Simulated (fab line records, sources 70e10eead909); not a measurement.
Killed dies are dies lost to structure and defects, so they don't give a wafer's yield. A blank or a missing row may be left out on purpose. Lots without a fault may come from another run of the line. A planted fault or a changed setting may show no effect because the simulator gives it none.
Chamber matching | flow nand_harc | NHARC_A_CHANNEL_FILL_D1_ALD_02 on ald_hk-01: 4 sister chambers
The step deposits SiO2, target thk 6 nm, pulse time 10 s, ald cycles 60. 8 wafers are shown with their chamber, then 6 later ones without.

WAFERS WITH THEIR CHAMBER
wafer  | chamber | heater_power_w (W) | precursor_pulse_height_rel
L390.2 | 1       | 408                | 1.010
L390.5 | 1       | 411                | 1.007
L391.1 | 2       | 534                | 1.024
L395.1 | 3       | 461                | 0.981
L395.4 | 0       | 464                | 0.991
L395.6 | 3       | 451                | 1.031
L399.3 | 2       | 547                | 0.999
L402.2 | 0       | 460                | 0.983

WAFERS WITHOUT THEIR CHAMBER
wafer  | heater_power_w (W) | precursor_pulse_height_rel
L402.4 | 407                | 1.043
L402.6 | 462                | 1.007
L404.2 | 534                | 0.996
L408.3 | 418                | 0.962
L408.4 | 540                | 0.998
L408.6 | 468                | 0.955

WHICH CHAMBER EACH WENT THROUGH
wafer  | from the rows above     | in truth
L402.4 | 1                       | 1
L402.6 | can't be placed: 3 or 0 | 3
L404.2 | 2                       | 2
L408.3 | 1                       | 1
L408.4 | 2                       | 2
L408.6 | can't be placed: 0 or 3 | 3
Placed correctly: 4 of 6. Can't be placed from these rows: 2 (the true chamber is among the candidates in 2). Placed wrongly: 0.
How it was worked out, from the rows above alone: a wafer's distance from a chamber is the root of the sum, over the readings, of the square of ((its reading less the chamber's mean) divided by the reading's scatter). The wafer belongs to the nearest chamber; if the next one is less than 2 further off, it can't be placed. A chamber's mean is the mean of its shown wafers. The scatter: the root of (the sum of the squares of (reading less its chamber's mean) over the shown wafers, divided by (wafers less chambers)).
